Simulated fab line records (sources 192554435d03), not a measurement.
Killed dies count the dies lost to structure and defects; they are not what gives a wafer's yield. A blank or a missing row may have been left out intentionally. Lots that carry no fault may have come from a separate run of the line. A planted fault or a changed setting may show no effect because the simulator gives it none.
fab line records    flow n5Finfet
record: lots: 11  wafers: 30  lastDay: 18
route steps=1938 shown BEOL_M0@730 BEOL_M4@1111
lots untouched by any fault: they come from a run of this same line in which no faults occurred
startH: hours from the record's opening day to when the first of the lot's shown wafers began    waitH: hours since the lot's step before    " identical to the entry in the row above    L1.1+2: a single row standing in for several wafers    - no value present, or no start provided    * or withheld: withheld    < > ~ a bound
route shown NAME@n: NAME is a module with steps in the file, n the number in the route of the first one    usual: the fault-free wafers' mean and standard deviation    same: alike in all rows    chamber/n: place in a boat    sites: per-site readings    _std_site: standard deviation across them    _edge_site: the outer-site mean with the inner-site mean subtracted    radiusMm: how far each site lies from the wafer's centre    mask NAME#n: copy n    behind: the last tool/chamber to shape the wafer    hold: what put the lot on hold/how long, in hours/how the hold closed    device: the transistor (n, p or np) that didn't switch    end of line: the same wafers' tests at the end of the route    a step without rows: its recipe alone    killed: dies that structure and defects cost at the first sort, which is not the same as the wafer's yield    map: a wafer's dies, x killed, . not, _ none there
set.NAME: the setting that was run; set.NAME@STEP: the one run at that earlier step    model.NAME: the simulator's own value behind a step, which no gauge read
one table for each step of the route and one row for each wafer, over a sample of lots
services: when a tool's chamber went out of use (startH, in hours from the record's first day, below 0 if earlier), for how many hours, and the reason
== steps ==
step: N5_BEOL_M0_PRE_CLEAN_113
recipe: gas: H2/He  timeS: 30  tempC: 250
usual: heaterPowerW: 334/33
same: timeS: 30
lot.wafer  tool           chamber  startH  waitH  heaterPowerW
L931.2     pvdSputter-01  -        122.96  0.0    294
L931.3     "              -        "       "      345
L931.6     "              -        "       "      332
L933.2     pvdSputter-03  -        136.07  0.0    400
L933.3     "              -        "       "      299
L933.5     "              -        "       "      292
L934.2     pvdSputter-01  -        138.54  0.0    292
L934.3     "              -        "       "      325
L934.4     "              -        "       "      345
L936.2     pvdSputter-03  -        150.39  0.0    284
L936.3     "              -        "       "      337
L936.4     "              -        "       "      400
L938.1     pvdSputter-01  -        170.58  0.0    330
L938.5     "              -        "       "      322
L938.6     "              -        "       "      293
L940.1     pvdSputter-01  -        180.30  0.0    285
L940.5     "              -        "       "      323
L940.6     "              -        "       "      288
L941.2     pvdSputter-01  -        187.96  0.0    291
L941.3     "              -        "       "      332
L941.4     "              -        "       "      311
L942.1     pvdSputter-02  -        190.60  0.0    300
L942.6     "              -        "       "      329
L945.1     pvdSputter-02  -        207.18  0.0    298
L945.2     "              -        "       "      295
L946.2     pvdSputter-01  -        212.36  0.0    344
L946.4     "              -        "       "      334
L953.2     pvdSputter-01  -        254.74  0.0    332
L953.3     "              -        "       "      336
L953.5     "              -        "       "      345
step: N5_BEOL_M0_SURFACE_TREAT_137
recipe: gas: Ar  timeS: *  ionEnergyEv: *  ionCurrentMaCm2: 0.5  pressureMtorr: *  arFlowSccm: 30
usual: throttleValvePct: *
same: timeS: *
lot.wafer  tool           chamber  startH  waitH  throttleValvePct
L931.2     pvdSputter-01  -        123.40  0.2    *
L931.3     "              -        "       "      *
L931.6     "              -        "       "      *
L933.2     pvdSputter-02  -        136.38  0.1    *
L933.3     "              -        "       "      *
L933.5     "              -        "       "      *
L934.2     pvdSputter-02  -        138.89  0.2    *
L934.3     "              -        "       "      *
L934.4     "              -        "       "      *
L936.2     pvdSputter-03  -        150.75  0.2    *
L936.3     "              -        "       "      *
L936.4     "              -        "       "      *
L938.1     pvdSputter-01  -        170.92  0.2    *
L938.5     "              -        "       "      *
L938.6     "              -        "       "      *
L940.1     pvdSputter-01  -        180.74  0.2    *
L940.5     "              -        "       "      *
L940.6     "              -        "       "      *
L941.2     pvdSputter-01  -        188.34  0.2    *
L941.3     "              -        "       "      *
L941.4     "              -        "       "      *
L942.1     pvdSputter-03  -        191.01  0.2    *
L942.6     "              -        "       "      *
L945.1     pvdSputter-01  -        207.81  0.4    *
L945.2     "              -        "       "      *
L946.2     pvdSputter-02  -        212.70  0.2    *
L946.4     "              -        "       "      *
L953.2     pvdSputter-02  -        255.25  0.3    *
L953.3     "              -        "       "      *
L953.5     "              -        "       "      *
step: N5_BEOL_M0_ANNEAL_133
recipe: tempC: 400  timeS: 60  ambient: vacuum
usual: heaterPowerW: 833/84
same: timeS: 60
lot.wafer  tool           chamber  startH  waitH  heaterPowerW
L931.2     pvdSputter-03  -        123.88  0.0    849
L931.3     "              -        "       "      984
L931.6     "              -        "       "      728
L933.2     pvdSputter-03  -        136.78  0.0    744
L933.3     "              -        "       "      987
L933.5     "              -        "       "      1001
L934.2     pvdSputter-03  -        139.26  0.0    1002
L934.3     "              -        "       "      760
L934.4     "              -        "       "      854
L936.2     pvdSputter-03  -        151.19  0.0    743
L936.3     "              -        "       "      854
L936.4     "              -        "       "      992
L938.1     pvdSputter-01  -        171.32  0.0    878
L938.5     "              -        "       "      861
L938.6     "              -        "       "      835
L940.1     pvdSputter-02  -        181.57  0.0    845
L940.5     "              -        "       "      750
L940.6     "              -        "       "      908
L941.2     pvdSputter-01  -        188.70  0.0    730
L941.3     "              -        "       "      868
L941.4     "              -        "       "      805
L942.1     pvdSputter-03  -        193.09  0.0    1008
L942.6     "              -        "       "      985
L945.1     pvdSputter-01  -        208.27  0.0    839
L945.2     "              -        "       "      715
L946.2     pvdSputter-01  -        213.10  0.0    854
L946.4     "              -        "       "      802
L953.2     pvdSputter-01  -        255.76  0.0    740
L953.3     "              -        "       "      837
L953.5     "              -        "       "      827
step: N5_BEOL_M0_ECD_118
recipe: material: Cu  targetThkA: 3000
lot.wafer   tool      chamber  startH  waitH
L931.2+3+6  ecdCu-02  0        124.15  0.1
L933.2+3+5  ecdCu-01  1,1,0    137.05  0.1
L934.2+3+4  ecdCu-01  0,1,0    139.53  0.1
L936.2+3+4  ecdCu-02  0,1,0    151.46  0.1
L938.1+5+6  ecdCu-01  1,1,0    171.60  0.1
L940.1+5+6  ecdCu-01  1,0,1    181.85  0.1
L941.2+3+4  ecdCu-01  0,1,0    188.98  0.1
L942.1+6    ecdCu-01  0,1      193.37  0.1
L945.1+2    ecdCu-01  0,1      208.55  0.1
L946.2+4    ecdCu-01  0        213.38  0.1
L953.2+3+5  ecdCu-02  0,1,0    256.03  0.1
step: N5_BEOL_M0_CMP_120
recipe: stopOn: SiOC  tOverpolishS: 6.9  downForcePsi: 1  platenRpm: 50  clearingPlatenDownForcePsi: 1.5  clearingPlatenRpm: 50  postCmpClean: cuAlkaline  clearingPlatenPadVelocityMS: 0.99484  padVelocityMS: 0.99484
usual: motorCurrentA: 6.0/0.67  slurryFilterDpKPa: 13.50/0.14  timeToEndpointS: 61.7/2.8
lot.wafer  tool    chamber  startH  waitH  motorCurrentA  slurryFilterDpKPa  timeToEndpointS
L931.3     cmp-03  1        124.63  0.2    6.9            13.48              59.9
L931.2     "       2        "       "      6.3            13.66              57.7
L931.6     "       1        "       "      6.6            13.45              60.6
L933.2     cmp-02  3        137.90  0.2    6.5            13.41              57.3
L933.3     "       2        "       "      7.5            13.51              57.9
L933.5     "       0        "       "      6.0            13.65              58.0
L934.2     cmp-01  3        140.29  0.6    6.4            13.49              64.9
L934.3     "       0        "       "      5.1            13.53              62.6
L934.4     "       1        "       "      4.8            13.42              62.1
L936.3     cmp-01  2        151.84  0.2    5.9            13.46              61.4
L936.4     "       3        "       "      6.4            13.61              65.7
L936.2     "       0        "       "      5.1            13.35              60.2
L938.1     cmp-01  3        172.03  0.3    6.3            13.67              61.1
L938.6     "       3        "       "      6.7            13.57              62.7
L938.5     "       0        "       "      5.2            13.72              63.2
L940.1     cmp-03  3        182.38  0.3    6.5            13.46              57.9
L940.5     "       3        "       "      6.3            13.49              58.2
L940.6     "       0        "       "      6.5            13.39              62.0
L941.2     cmp-02  0        189.37  0.2    5.8            13.40              61.3
L941.4     "       2        "       "      7.2            13.66              61.5
L941.3     "       3        "       "      6.2            13.57              61.6
L942.1     cmp-03  2        193.82  0.3    6.1            13.36              61.9
L942.6     "       0        "       "      6.3            13.67              115.0
L945.2     cmp-01  2        209.00  0.3    5.8            13.56              126.5
L945.1     "       3        "       "      6.4            13.82              65.4
L946.4     cmp-02  0        213.83  0.2    5.7            13.41              62.2
L946.2     "       1        "       "      6.3            13.68              124.0
L953.2     cmp-03  1        256.51  0.3    6.0            13.68              62.4
L953.3     "       2        "       "      5.9            13.74              58.0
L953.5     "       1        "       "      6.2            13.26              63.6
step: N5_BEOL_M4_RC_MEAS_101
usual: DIBL_N: 36.5/1.4  DIBL_P: 36.9/1.7  IOFF_N: 0.163/0.023  IOFF_P: 0.22/0.032  ION_N: 673/9  ION_P: 462/7.5  SS_N: 71.6/0.54  SS_P: 73.4/0.62  VT_N: 249.8/2.8  VT_P: -250/3.5
lot.wafer  tool       chamber  startH  waitH  DIBL_N[mV/V]  DIBL_P[mV/V]  IOFF_N[nA/um]  IOFF_P[nA/um]  ION_N[uA/um]  ION_P[uA/um]  SS_N[mV/dec]  SS_P[mV/dec]  VT_N[mV]  VT_P[mV]
L931.2     prober-01  0        167.30  0.2    35.0          35.9          0.143          0.21           657           457           71.2          73.6          253.3     -248
L931.3     "          0        "       "      37.3          38.7          0.184          0.26           680           468           71.9          74.2          247.2     -245
L931.6     "          0        "       "      36.1          37.2          0.163          0.23           663           460           72.0          73.8          250.5     -249
L933.2     prober-01  0        186.04  0.2    36.1          37.5          0.159          0.23           674           469           71.1          73.0          248.9     -247
L933.3     "          0        "       "      37.7          39.1          0.190          0.27           678           469           71.6          73.6          249.7     -248
L933.5     "          0        "       "      35.5          36.7          0.152          0.22           677           471           71.4          73.6          253.0     -252
L934.2     prober-01  0        188.16  0.2    37.6          36.9          0.182          0.29           679           470           71.9          72.8          247.3     -242
L934.3     "          0        "       "      37.0          35.2          0.159          0.25           663           466           72.1          73.0          249.2     -245
L934.4     "          0        "       "      36.0          35.0          0.147          0.25           675           472           71.5          72.7          251.0     -243
L936.2     prober-01  0        197.64  0.2    35.7          35.3          0.135          0.19           663           459           71.3          73.8          253.6     -253
L936.3     "          0        "       "      37.9          38.6          0.182          0.24           680           464           71.5          74.6          247.2     -248
L936.4     "          0        "       "      37.6          37.6          0.172          0.22           689           470           71.0          74.1          249.3     -251
L938.1     prober-01  0        213.11  0.0    36.0          37.5          0.176          0.25           676           468           71.8          74.1          248.6     -244
L938.5     "          0        "       "      35.8          37.3          0.174          0.25           672           469           71.7          74.3          246.6     -248
L938.6     "          0        "       "      36.5          37.8          0.187          0.27           679           469           73.1          73.4          249.4     -246
L940.1     prober-02  0        233.35  0.0    36.8          36.6          0.161          0.23           678           466           71.1          73.2          252.8     -248
L940.5     "          0        "       "      34.4          33.9          0.132          0.19           672           465           70.5          72.3          252.3     -247
L940.6     "          0        "       "      36.3          36.0          0.153          0.23           672           460           71.6          73.4          251.1     -249
L942.1     prober-02  0        245.61  0.0    37.6          38.3          0.190          0.26           675           466           71.9          73.5          247.7     -248
L942.6     "          0        "       "      36.4          36.9          0.165          0.23           686           467           71.2          73.6          248.5     -251
L941.2     prober-02  0        246.91  0.2    37.1          38.5          0.184          0.22           680           458           71.3          74.1          245.7     -253
L941.3     "          0        "       "      36.3          37.9          0.174          0.21           664           456           72.3          73.2          247.0     -251
L941.4     "          0        "       "      36.3          36.7          0.162          0.20           667           450           72.1          73.7          249.6     -253
L945.1     prober-01  0        250.54  0.0    37.3          38.5          0.196          0.24           682           462           71.8          74.2          245.1     -249
L945.2     "          0        "       "      38.3          39.0          0.204          0.25           694           464           71.9          74.2          244.8     -248
L946.2     prober-02  0        272.90  0.2    38.2          39.0          0.202          0.26           680           470           71.1          73.4          245.6     -246
L946.4     "          0        "       "      35.6          35.4          0.148          0.19           676           460           71.3          73.3          250.4     -252
L953.2     prober-02  0        303.82  0.2    37.3          36.0          0.184          0.25           675           464           71.8          73.7          246.7     -246
L953.3     "          0        "       "      38.3          37.0          0.213          0.29           673           460           71.7          74.9          245.4     -246
L953.5     "          0        "       "      37.7          35.6          0.183          0.25           673           462           72.7          74.1          249.9     -247
== services ==
tool           chamber  startH  hours  kind
pvdSputter-03  -        102.19  3.2    repair
cmp-01         -        107.33  3.7    repair
cmp-02         -        126.50  6.1    repair
cmp-03         -        126.99  4.0    pm
cmp-03         -        130.99  -      consumableReplace:conditioner
cmp-03         -        130.99  -      consumableReplace:pad
cmp-03         -        132.59  14.3   pm
ecdCu-02       -        136.93  1.0    repair
cmp-02         -        147.75  2.2    repair
cmp-03         -        162.10  0.6    repair
cmp-01         -        199.18  4.0    pm
cmp-01         -        203.18  -      consumableReplace:conditioner
cmp-01         -        203.18  -      consumableReplace:pad
ecdCu-02       -        206.69  0.8    repair
cmp-03         -        207.95  6.7    pm
cmp-02         -        238.10  4.6    pm
cmp-02         -        252.18  7.7    pm
cmp-03         -        253.17  1.7    repair
== key ==
firstSign: step: N5_BEOL_M0_CMP_120  reading: timeToEndpointS  direction: up  sigmas: 22  usual: *  struck: *
effect none on later readings
metAt N5_BEOL_M0_ECD_118
struckLots L942,L945,L946
struckWafers L942.6,L945.2,L946.2
notActingAt N5_BEOL_M0_PRE_CLEAN_113,N5_BEOL_M0_SURFACE_TREAT_137,N5_BEOL_M0_ANNEAL_133
onsetBetween 188.98 193.37
fault: kind: processParameterDrift  tool: ecdCu-01  chamber: -  onsetH: 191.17  steps: N5_BEOL_M0_ECD_118  channel: targetThkA  offset: *  shape: step  endH: 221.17  scope: struckWafersOnly  actsIn: *  stated: *
